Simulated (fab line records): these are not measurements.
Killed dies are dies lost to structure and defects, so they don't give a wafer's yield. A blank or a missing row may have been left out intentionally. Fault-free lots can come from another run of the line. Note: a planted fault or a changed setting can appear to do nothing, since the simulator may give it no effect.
fab line records -- flow n5-finfet
record: lots: 9, wafers: 26, last-day: 17
route steps=1938 shown BEOL_M7@1296 PASSIVATION@1936
lots untouched by any fault: they come from a run of this same line in which no faults occurred
start-h: hours from the record's opening day to when the first of the lot's shown wafers began -- wait-h: time in hours since the lot's previous step -- " same as the row above -- L1.1+2: several wafers, shown together as one row -- - value missing, or start not given -- * or withheld: withheld -- < > ~ a bound
route shown NAME@n: names a module that has steps shown in the file, with the first one's number in the route -- usual: mean/standard deviation of fault-free wafers -- same: alike in all rows -- chamber/n: place in a boat -- sites: the reading at each site -- _std_site: standard deviation of those values -- _edge_site: the outer-site mean with the inner-site mean subtracted -- radius-mm: for every site, how far away it sits from the centre of the wafer -- mask NAME#n: copy n -- behind: the last tool/chamber to shape the wafer -- hold: cause of the lot's hold/its duration in hours/its outcome -- device: transistor that didn't switch, given as n, p or np -- end of line: at the end of the route, the tests of the same wafers -- a step without rows: its recipe alone -- killed: dies that structure and defects cost at the first sort, which is not the same as the wafer's yield -- map: the dies of a wafer, with x for killed, . for not killed, _ for no die there
set.NAME: the setting the step ran with; set.NAME@STEP: the setting that earlier step ran with -- model.NAME: the simulator's own value behind a step, which no gauge read
route steps across a sampled set of lots; one table per step, one row per wafer
services: a tool's chamber out of use, with start hour (start-h, from the record's first day; less than 0 if before it), hours out, and reason
== steps ==
step: N5_BEOL_M7_CD_MEAS_28
recipe: target-cd-nm: 40, landing-energy-ev: 500, detector: se-inlens
usual: cd-nm: 40.06/0.23
lot.wafer,tool,chamber,start-h,wait-h,cd-nm
L624.1,cd-sem-03,0,204.54,-,40.00
L624.3,cd-sem-03,0,204.54,-,40.15
L624.6,cd-sem-03,0,204.54,-,40.17
L625.1,cd-sem-01,0,216.51,-,40.17
L625.3,cd-sem-01,0,216.51,-,40.10
L625.4,cd-sem-01,0,216.51,-,39.82
L632.3,cd-sem-03,0,250.72,-,40.06
L632.5,cd-sem-03,0,250.72,-,40.16
L636.1,cd-sem-01,0,279.14,-,40.09
L636.3,cd-sem-01,0,279.14,-,40.17
L636.4,cd-sem-01,0,279.14,-,39.91
L638.1,cd-sem-03,0,294.24,-,39.85
L638.4,cd-sem-03,0,294.24,-,40.06
L638.5,cd-sem-03,0,294.24,-,40.45
L640.1,cd-sem-02,0,304.07,-,39.76
L640.3,cd-sem-02,0,304.07,-,39.71
L640.5,cd-sem-02,0,304.07,-,39.93
L643.3,cd-sem-01,0,313.31,-,39.73
L643.4,cd-sem-01,0,313.31,-,39.95
L643.6,cd-sem-01,0,313.31,-,40.14
L642.3,cd-sem-01,0,317.62,-,40.03
L642.4,cd-sem-01,0,317.62,-,39.91
L642.6,cd-sem-01,0,317.62,-,40.23
L645.2,cd-sem-03,0,343.62,-,40.17
L645.4,cd-sem-03,0,343.62,-,39.56
L645.6,cd-sem-03,0,343.62,-,39.89
step: N5_BEOL_M7_ETCH_65
recipe: chemistry: CF4, target: SiARC, target-depth-a: 156, mask-material: CAR-EUV, time-s: 26, ion-energy-ev: 80, pressure-mtorr: 40, source-w: 545, bias-w: 36, Ar_flow_sccm: 100, cf4-flow-sccm: 100, ends: cleared
usual: drypump-motor-current-A: 5.6/0.39, etch-rf-on-time-s: 26.1/0.45, oes-product-au: 0.69/0.067, rf-vpp-V: 184.4/1.1, showerhead-plenum-p-Torr: 2.17/0.053, throttle-valve-pct: 15.56/0.22
lot.wafer,tool,chamber,start-h,wait-h,drypump-motor-current-A,etch-rf-on-time-s,oes-product-au,rf-hours-counter-h,rf-vpp-V,showerhead-plenum-p-Torr,throttle-valve-pct
L624.1,rie-diel-02,2,204.88,0.0,5.6,26.1,0.64,168,184.3,2.14,15.50
L624.3,rie-diel-02,2,204.88,0.0,5.6,26.5,0.63,-,185.1,2.14,15.50
L624.6,rie-diel-02,2,204.88,0.0,5.6,26.2,0.63,-,183.1,2.14,15.51
L625.1,rie-diel-04,1,216.87,0.0,5.4,25.6,0.78,21,182.5,2.09,15.29
L625.3,rie-diel-04,3,216.87,0.0,5.7,26.4,0.72,49,185.9,2.19,15.71
L625.4,rie-diel-04,0,216.87,0.0,5.9,25.6,0.66,149,185.5,2.14,15.46
L632.3,rie-diel-02,0,250.89,0.0,5.4,26.4,0.78,21,184.4,2.27,15.25
L632.5,rie-diel-02,1,250.89,0.0,4.9,26.7,0.79,-,184.0,2.18,15.28
L636.1,rie-diel-04,1,279.54,0.0,5.3,25.7,0.76,40,182.8,2.08,15.33
L636.3,rie-diel-04,2,279.54,0.0,6.4,25.5,0.72,78,184.9,2.18,15.73
L636.4,rie-diel-04,3,279.54,0.0,5.7,26.5,0.70,67,185.5,2.18,15.74
L638.1,rie-diel-05,1,294.41,0.0,5.6,25.5,0.62,190,183.7,2.13,15.64
L638.4,rie-diel-05,3,294.41,0.0,5.6,25.9,0.72,53,184.3,2.10,15.46
L638.5,rie-diel-05,0,294.41,0.0,6.2,26.6,0.61,-,185.6,2.20,15.94
L640.1,rie-diel-05,1,304.24,0.0,5.6,25.8,0.61,194,184.6,2.13,15.64
L640.3,rie-diel-05,2,304.24,0.0,5.5,27.0,0.70,80,183.9,2.16,15.54
L640.5,rie-diel-05,3,304.24,0.0,5.6,26.2,0.73,-,184.6,2.10,15.49
L643.3,rie-diel-04,3,313.48,0.0,5.7,26.3,0.69,77,184.2,2.18,15.76
L643.4,rie-diel-04,2,313.48,0.0,6.4,25.8,0.70,88,184.9,2.17,15.74
L643.6,rie-diel-04,2,313.48,0.0,6.4,25.8,0.70,-,183.8,2.17,15.74
L642.3,rie-diel-02,3,318.52,0.0,5.2,26.7,0.58,211,183.0,2.21,15.92
L642.4,rie-diel-02,0,318.52,0.0,5.3,26.0,0.75,42,185.5,2.27,15.27
L642.6,rie-diel-02,2,318.52,0.0,5.6,26.0,0.61,-,184.5,2.13,15.57
L645.2,rie-diel-04,0,343.79,0.0,5.9,25.7,0.63,185,183.2,2.12,15.51
L645.4,rie-diel-04,2,343.79,0.0,6.4,25.7,0.69,97,183.9,2.17,15.75
L645.6,rie-diel-04,1,343.79,0.0,5.4,26.0,0.72,-,182.7,2.07,15.38
step: N5_BEOL_M7_TRENCH_ETCH_37
recipe: chemistry: C4F6/O2, target-depth-a: 934.78, target: SiCOH_lowk, time-s: 31.2, ion-energy-ev: 250, pressure-mtorr: 30, source-w: 345, bias-w: 185, Ar_flow_sccm: 300, C4F6_flow_sccm: 10, O2_flow_sccm: 10
usual: drypump-motor-current-A: 5.6/0.39, oes-product-au: 0.81/0.081, rf-vpp-V: 668/7.4, showerhead-plenum-p-Torr: 2.88/0.069, throttle-valve-pct: 20.88/0.24
lot.wafer,tool,chamber,start-h,wait-h,drypump-motor-current-A,oes-product-au,rf-hours-counter-h,rf-vpp-V,showerhead-plenum-p-Torr,throttle-valve-pct
L624.1,rie-diel-02,2,205.21,-,5.6,0.74,168,663,2.83,20.64
L624.3,rie-diel-02,2,205.21,-,5.6,0.74,-,662,2.83,20.64
L624.6,rie-diel-02,2,205.21,-,5.5,0.73,-,664,2.83,20.64
L625.1,rie-diel-04,1,217.09,-,5.3,0.92,21,671,2.77,20.65
L625.3,rie-diel-04,3,217.09,-,5.7,0.86,49,682,2.90,21.08
L625.4,rie-diel-04,0,217.09,-,5.9,0.77,149,658,2.86,20.84
L632.3,rie-diel-02,0,251.11,-,5.4,1.20,21,672,3.01,20.60
L632.5,rie-diel-02,1,251.11,-,4.9,0.93,-,657,2.90,20.59
L636.1,rie-diel-04,1,279.76,-,5.4,0.88,40,670,2.77,20.68
L636.3,rie-diel-04,2,279.76,-,6.4,0.85,78,674,2.89,21.07
L636.4,rie-diel-04,3,279.76,-,5.7,0.83,67,683,2.90,21.10
L638.1,rie-diel-05,1,294.63,-,5.6,0.72,190,661,2.85,21.00
L638.4,rie-diel-05,3,294.63,-,5.6,0.85,53,664,2.80,20.89
L638.5,rie-diel-05,0,294.63,-,6.2,0.71,-,670,2.94,21.28
L640.1,rie-diel-05,1,304.46,-,5.6,0.72,194,662,2.84,20.99
L640.3,rie-diel-05,2,304.46,-,5.5,0.83,80,663,2.87,20.78
L640.5,rie-diel-05,3,304.46,-,5.6,0.85,-,666,2.80,20.89
L643.3,rie-diel-04,3,313.70,-,5.7,0.82,77,680,2.89,21.12
L643.4,rie-diel-04,2,313.70,-,6.4,0.82,88,675,2.88,21.08
L643.6,rie-diel-04,2,313.70,-,6.4,0.83,-,673,2.88,21.09
L642.3,rie-diel-02,3,318.74,-,5.2,0.68,211,677,2.94,21.25
L642.4,rie-diel-02,0,318.74,-,5.4,0.88,42,671,3.00,20.54
L642.6,rie-diel-02,2,318.74,-,5.6,0.72,-,662,2.81,20.68
L645.2,rie-diel-04,0,344.02,-,5.9,0.73,185,656,2.84,20.89
L645.4,rie-diel-04,2,344.02,-,6.4,0.81,97,676,2.88,21.10
L645.6,rie-diel-04,1,344.02,-,5.4,0.85,-,668,2.76,20.69
step: N5_BEOL_M7_ETCH_41
recipe: chemistry: CH3F/O2, target: SiCN, target-depth-a: 319, taper-deg: 2, time-s: 57.8, ion-energy-ev: 120, mask-material: TiN, pressure-mtorr: 30, source-w: 395, bias-w: 75, Ar_flow_sccm: 150, CH3F_flow_sccm: 30, O2_flow_sccm: 20
usual: drypump-motor-current-A: 5.6/0.39, oes-product-au: 0.81/0.08, rf-vpp-V: 297.8/1.3, showerhead-plenum-p-Torr: 2.03/0.05, throttle-valve-pct: 16.26/0.23
lot.wafer,tool,chamber,start-h,wait-h,drypump-motor-current-A,oes-product-au,rf-hours-counter-h,rf-vpp-V,showerhead-plenum-p-Torr,throttle-valve-pct
L624.1,rie-diel-02,2,-,-,5.5,0.73,168,296.3,1.99,16.13
L624.3,rie-diel-02,2,-,-,5.6,0.73,-,296.8,1.99,16.11
L624.6,rie-diel-02,2,-,-,5.6,0.73,-,298.3,1.99,16.13
L625.1,rie-diel-04,1,-,-,5.4,0.91,21,296.8,1.95,16.02
L625.3,rie-diel-04,3,-,-,5.7,0.85,49,297.0,2.04,16.39
L625.4,rie-diel-04,0,-,-,5.9,0.77,149,297.1,2.01,16.24
L632.3,rie-diel-02,0,-,-,5.4,0.92,21,299.9,2.12,15.89
L632.5,rie-diel-02,1,-,-,4.9,0.92,-,298.9,2.04,15.96
L636.1,rie-diel-04,1,-,-,5.3,0.88,40,296.0,1.94,16.07
L636.3,rie-diel-04,2,-,-,6.4,0.83,78,298.4,2.03,16.42
L636.4,rie-diel-04,3,-,-,5.7,0.83,67,299.0,2.03,16.42
L638.1,rie-diel-05,1,-,-,5.6,0.72,190,297.1,2.00,16.38
L638.4,rie-diel-05,3,-,-,5.6,0.85,53,297.5,1.97,16.26
L638.5,rie-diel-05,0,-,-,6.2,0.71,-,299.4,2.07,16.70
L640.1,rie-diel-05,1,-,-,5.6,0.71,194,297.6,2.00,16.39
L640.3,rie-diel-05,2,-,-,5.5,0.83,80,297.6,2.02,16.21
L640.5,rie-diel-05,3,-,-,5.6,0.85,-,297.4,1.97,16.25
L643.3,rie-diel-04,3,-,-,5.7,0.82,77,296.7,2.03,16.43
L643.4,rie-diel-04,2,-,-,6.4,0.82,88,297.9,2.03,16.41
L643.6,rie-diel-04,2,-,-,6.4,0.82,-,297.4,2.03,16.43
L642.3,rie-diel-02,3,-,-,5.2,0.68,211,298.4,2.07,16.63
L642.4,rie-diel-02,0,-,-,5.4,0.87,42,300.8,2.11,15.92
L642.6,rie-diel-02,2,-,-,5.5,0.71,-,297.6,1.98,16.17
L645.2,rie-diel-04,0,-,-,5.9,0.73,185,297.3,2.00,16.28
L645.4,rie-diel-04,2,-,-,6.4,0.81,97,298.0,2.02,16.44
L645.6,rie-diel-04,1,-,-,5.3,0.85,-,296.5,1.93,16.09
step: N5_BEOL_M7_OCD_MEAS_38
usual: trench-depth-nm: 93.2/1.5
lot.wafer,tool,chamber,start-h,wait-h,trench-depth-nm
L624.1,ocd-02,-,205.43,-,92.2
L624.3,ocd-02,-,205.43,-,92.5
L624.6,ocd-02,-,205.43,-,91.9
L625.1,ocd-01,-,217.25,-,96.2
L625.3,ocd-01,-,217.25,-,94.9
L625.4,ocd-01,-,217.25,-,95.3
L632.3,ocd-02,-,251.28,-,139.0
L632.5,ocd-02,-,251.28,-,92.4
L636.1,ocd-02,-,279.92,-,95.4
L636.3,ocd-02,-,279.92,-,95.1
L636.4,ocd-02,-,279.92,-,92.9
L638.1,ocd-01,-,294.79,-,94.2
L638.4,ocd-01,-,294.79,-,93.5
L638.5,ocd-01,-,294.79,-,91.6
L640.1,ocd-02,-,304.62,-,94.2
L640.3,ocd-02,-,304.62,-,93.1
L640.5,ocd-02,-,304.62,-,92.9
L643.3,ocd-01,-,313.86,-,92.8
L643.4,ocd-01,-,313.86,-,93.4
L643.6,ocd-01,-,313.86,-,94.3
L642.3,ocd-01,-,318.90,-,91.4
L642.4,ocd-01,-,318.90,-,94.0
L642.6,ocd-01,-,318.90,-,91.6
L645.2,ocd-01,-,344.17,-,94.5
L645.4,ocd-01,-,344.17,-,93.9
L645.6,ocd-01,-,344.17,-,93.5
step: N5_BEOL_M7_THK_MEAS_53
recipe: thk-meas-gauge: xrf, reads: Cu_of_BEOL_M7_ECD_50
usual: M7_THK: 77.7/1.9
lot.wafer,tool,chamber,start-h,wait-h,M7_THK[nm]
L624.1,film-metro-01,-,208.19,-,77.8
L624.3,film-metro-01,-,208.19,-,77.2
L624.6,film-metro-01,-,208.19,-,77.4
L625.1,film-metro-02,-,221.05,-,81.7
L625.3,film-metro-02,-,221.05,-,80.6
L625.4,film-metro-02,-,221.05,-,80.4
L632.3,film-metro-02,-,253.73,-,122.8
L632.5,film-metro-02,-,253.73,-,75.1
L636.1,film-metro-02,-,282.92,-,79.4
L636.3,film-metro-02,-,282.92,-,82.8
L636.4,film-metro-02,-,282.92,-,79.9
L638.1,film-metro-01,-,298.00,-,78.7
L638.4,film-metro-01,-,298.00,-,77.0
L638.5,film-metro-01,-,298.00,-,76.4
L640.1,film-metro-01,-,308.87,-,77.8
L640.3,film-metro-01,-,308.87,-,75.5
L640.5,film-metro-01,-,308.87,-,77.1
L643.3,film-metro-02,-,317.48,-,78.3
L643.4,film-metro-02,-,317.48,-,76.8
L643.6,film-metro-02,-,317.48,-,78.0
L642.3,film-metro-01,-,325.05,-,75.8
L642.4,film-metro-01,-,325.05,-,76.0
L642.6,film-metro-01,-,325.05,-,76.2
L645.2,film-metro-02,-,348.46,-,78.9
L645.4,film-metro-02,-,348.46,-,78.4
L645.6,film-metro-02,-,348.46,-,76.4
step: N5_BEOL_M7_RS_MEAS_57
recipe: thk-meas-gauge: four-point-probe, reads: Cu_of_BEOL_M7_ECD_50+Co_of_BEOL_M7_CVD_78+TaN_of_BEOL_M7_ALD_77
usual: M7_RS: 0.288/0.0077
lot.wafer,tool,chamber,start-h,wait-h,M7_RS[ohm/sq]
L624.1,film-metro-01,-,208.32,0.1,0.291
L624.3,film-metro-01,-,208.32,0.1,0.293
L624.6,film-metro-01,-,208.32,0.1,0.294
L625.1,film-metro-02,-,221.21,0.1,0.272
L625.3,film-metro-02,-,221.21,0.1,0.276
L625.4,film-metro-02,-,221.21,0.1,0.276
L632.3,film-metro-02,-,253.86,0.1,0.170
L632.5,film-metro-02,-,253.86,0.1,0.298
L636.1,film-metro-02,-,283.18,0.1,0.283
L636.3,film-metro-02,-,283.18,0.1,0.270
L636.4,film-metro-02,-,283.18,0.1,0.283
L638.1,film-metro-02,-,298.16,0.1,0.281
L638.4,film-metro-02,-,298.16,0.1,0.290
L638.5,film-metro-02,-,298.16,0.1,0.293
L640.1,film-metro-02,-,309.01,0.1,0.289
L640.3,film-metro-02,-,309.01,0.1,0.298
L640.5,film-metro-02,-,309.01,0.1,0.291
L643.3,film-metro-02,-,317.61,0.1,0.285
L643.4,film-metro-02,-,317.61,0.1,0.294
L643.6,film-metro-02,-,317.61,0.1,0.288
L642.3,film-metro-01,-,325.18,0.1,0.298
L642.4,film-metro-01,-,325.18,0.1,0.296
L642.6,film-metro-01,-,325.18,0.1,0.296
L645.2,film-metro-02,-,348.59,0.1,0.286
L645.4,film-metro-02,-,348.59,0.1,0.288
L645.6,film-metro-02,-,348.59,0.1,0.297
step: N5_PASSIVATION_PROBE_49
usual: defect-limited-yield: 91.4/1.5, killed_at_M0_to_M3: 34/10, killed_at_M4_up: 15/6, killed-at-contacts: 12/6, killed-at-front-end: 37/11, killed-at-other: 3.3/2.8, killed-dies: 101/18, killed-open: 66/14, killed-short: 33/7.8, sort_bin_5_function: 5.0/0.97, sort_bin_6_memory: 3.2/0.72, sort-n-pass: 1079/18, sort-yield-pct: 91.4/1.5
same: gross-dies: 1180, killed-at-back-side: 0, sort_bin_4_leakage[%]: 0, sort_bin_8_speed[%]: 0
lot.wafer,tool,chamber,start-h,wait-h,defect-limited-yield[%],killed_at_M0_to_M3,killed_at_M4_up,killed-at-contacts,killed-at-front-end,killed-at-other,killed-dies,killed-open,killed-short,sort_bin_5_function[%],sort_bin_6_memory[%],sort-n-pass,sort-yield-pct[%]
L624.1,prober-02,-,288.29,0.0,92.5,35,11,12,24,6,88,53,35,4.2,3.1,1092,92.5
L624.3,prober-02,-,288.39,0.1,92.6,26,13,14,29,5,87,48,38,3.7,3.3,1093,92.6
L624.6,prober-02,-,288.54,0.3,92.5,36,7,8,32,6,89,64,24,4.2,3.1,1091,92.5
L632.3,prober-01,-,330.38,0.1,89.7,40,35,10,31,5,121,59,42,5.3,2.8,1059,89.7
L632.5,prober-01,-,330.48,0.2,87.5,61,32,14,40,0,147,87,56,6.4,5.3,1033,87.5
L636.1,prober-02,-,365.83,0.0,89.9,42,12,11,53,1,119,78,41,5.0,4.8,1061,89.9
L636.3,prober-02,-,365.93,0.1,91.9,38,17,5,35,0,95,58,37,4.6,3.1,1085,91.9
L636.4,prober-02,-,365.98,0.2,90.8,30,9,3,63,3,108,70,38,5.1,3.3,1072,90.8
L645.2,prober-02,-,418.00,0.1,90.7,38,23,7,32,10,110,76,34,5.3,3.7,1070,90.7
L645.4,prober-02,-,418.10,0.2,92.6,41,12,4,28,2,87,47,40,4.2,3.0,1093,92.6
L645.6,prober-02,-,418.20,0.3,93.2,29,10,8,28,5,80,53,27,4.1,2.3,1100,93.2
killed by level:class
L624.1 FIN_SAQP:geometric-particle:open=9 BEOL_M0_SAQP:geometric-particle:open=8 MOL_CONTACT_COAG:geometric-particle:open=7 BEOL_M0_SAQP:geometric-particle:short=6 BEOL_M1:geometric-particle:open=6 MOL_CONTACT_COAG:geometric-particle:short=5 BEOL_M2:geometric-particle:short=5 BEOL_M4:geometric-particle:open=5
L624.3 FIN_SAQP:geometric-particle:short=10 FIN_SAQP:geometric-particle:open=9 MOL_CONTACT_COAG:geometric-particle:open=9 BEOL_M0_SAQP:geometric-particle:open=7 BEOL_M0_SAQP:geometric-particle:short=7 BEOL_M1:geometric-particle:open=7 MOL_CONTACT_COAG:geometric-particle:short=5 BEOL_M4:geometric-particle:open=5
L624.6 BEOL_M3:geometric-particle:open=10 FIN_SAQP:geometric-particle:open=9 BEOL_M1:geometric-particle:open=8 STI_FIN_REVEAL:geometric-particle:open=7 MOL_CONTACT_COAG:geometric-particle:open=7 BEOL_M0_SAQP:geometric-particle:open=5 BEOL_M0_SAQP:geometric-particle:short=5 BEOL_M1:geometric-particle:short=5
L632.3 BEOL_M7:area-etch=18 BEOL_M0_SAQP:geometric-particle:short=12 BEOL_M0_SAQP:geometric-particle:open=9 MOL_CONTACT_COAG:geometric-particle:open=8 FIN_SAQP:geometric-particle:short=8 FIN_SAQP:geometric-particle:open=7 BEOL_M4:geometric-particle:open=7 BEOL_M2:geometric-particle:open=5
L632.5 BEOL_M0_SAQP:geometric-particle:short=21 BEOL_M4:geometric-particle:open=17 BEOL_M0_SAQP:geometric-particle:open=14 MOL_CONTACT_COAG:geometric-particle:open=9 BEOL_M2:geometric-particle:open=8 FIN_SAQP:geometric-particle:short=6 BEOL_M1:geometric-particle:open=6 FIN_SAQP:geometric-particle:open=5
L636.1 FIN_SAQP:geometric-particle:short=12 FIN_SAQP:geometric-particle:open=11 DUMMY_GATE:geometric-particle:open=11 MOL_CONTACT_COAG:geometric-particle:open=11 BEOL_M0_SAQP:geometric-particle:open=11 BEOL_M3:geometric-particle:open=9 BEOL_M0_SAQP:geometric-particle:short=6 BEOL_M0:geometric-particle:short=5
L636.3 BEOL_M4:geometric-particle:open=10 FIN_SAQP:geometric-particle:short=9 BEOL_M0_SAQP:geometric-particle:open=9 BEOL_M3:geometric-particle:open=7 BEOL_M0_SAQP:geometric-particle:short=5 BEOL_M0:geometric-particle:open=5 DUMMY_GATE:geometric-particle:short=4 DUMMY_GATE:geometric-particle:open=4
L636.4 FIN_SAQP:geometric-particle:short=15 FIN_SAQP:geometric-particle:open=14 DUMMY_GATE:geometric-particle:open=12 BEOL_M0_SAQP:geometric-particle:open=8 STI_FIN_REVEAL:geometric-particle:open=5 BEOL_M0:geometric-particle:open=5 BEOL_M4:geometric-particle:open=5 BEOL_M1:geometric-particle:open=4
L645.2 BEOL_M1:geometric-particle:open=11 BEOL_M4:geometric-particle:open=11 FIN_SAQP:geometric-particle:open=10 FIN_SAQP:geometric-particle:short=6 BEOL_M3:geometric-particle:open=6 MOL_CONTACT_COAG:geometric-particle:open=6 BEOL_M2:geometric-particle:open=6 BEOL_M0_SAQP:geometric-particle:short=5
L645.4 BEOL_M0_SAQP:geometric-particle:short=18 BEOL_M0_SAQP:geometric-particle:open=17 FIN_SAQP:geometric-particle:open=8 GATE_CUT:geometric-particle:short=6 MOL_CONTACT_COAG:geometric-particle:open=4 BEOL_M4:geometric-particle:short=4 STARTING-WAFER:geometric-particle:short=4 DUMMY_GATE:geometric-particle:open=3
L645.6 FIN_SAQP:geometric-particle:open=7 MOL_CONTACT_COAG:geometric-particle:open=7 BEOL_M0_SAQP:geometric-particle:open=7 BEOL_M2:geometric-particle:open=7 BEOL_M0_SAQP:geometric-particle:short=6 FIN_SAQP:geometric-particle:short=5 DUMMY_GATE:geometric-particle:open=4 STI_FIN_REVEAL:geometric-particle:open=3
== services ==
tool,chamber,start-h,hours,kind
rie-diel-02,1,189.27,-,clean
rie-diel-02,1,189.27,-,consumable-replace:focus-ring
rie-diel-02,1,189.27,21.8,scheduled-down
rie-diel-02,1,189.27,21.8,vent-cycle
rie-diel-02,0,190.78,2.9,repair
rie-diel-02,3,201.95,4.0,repair
rie-diel-05,3,210.20,15.3,repair
rie-diel-02,3,264.08,11.4,repair
rie-diel-02,-,271.71,2.8,pm
rie-diel-02,-,300.28,4.0,repair
rie-diel-02,0,322.58,9.6,repair
rie-diel-04,1,330.34,2.0,repair
rie-diel-02,-,337.47,0.7,repair
== key ==
first-sign: step: N5_BEOL_M7_TRENCH_ETCH_37, reading: oes-product-au, direction: up, sigmas: 4.7, usual: 0.81, struck: 1.20
effect: step: N5_BEOL_M7_OCD_MEAS_38, reading: trench-depth-nm, direction: up, sigmas: 31, usual: 93.2, struck: 139.0
effect: step: N5_BEOL_M7_THK_MEAS_53, reading: M7_THK, direction: up, sigmas: 24, usual: 77.7, struck: 122.8
effect: step: N5_BEOL_M7_RS_MEAS_57, reading: M7_RS, direction: down, sigmas: 15, usual: 0.288, struck: 0.170
effect: step: N5_PASSIVATION_PROBE_49, reading: killed_at_M4_up, direction: up, sigmas: 3.4, usual: 15, struck: 35
met-at N5_BEOL_M7_TRENCH_ETCH_37
struck-lots L632
struck-wafers L632.3
not-acting-at N5_BEOL_M7_CD_MEAS_28,N5_BEOL_M7_ETCH_65,N5_BEOL_M7_ETCH_41
onset-between 205.21 251.11
fault: kind: process-parameter-drift, tool: rie-diel-02, chamber: -, onset-h: 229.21, steps: N5_BEOL_M7_TRENCH_ETCH_37, channel: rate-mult, offset: 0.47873, shape: step, end-h: 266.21, scope: struck-wafers-only
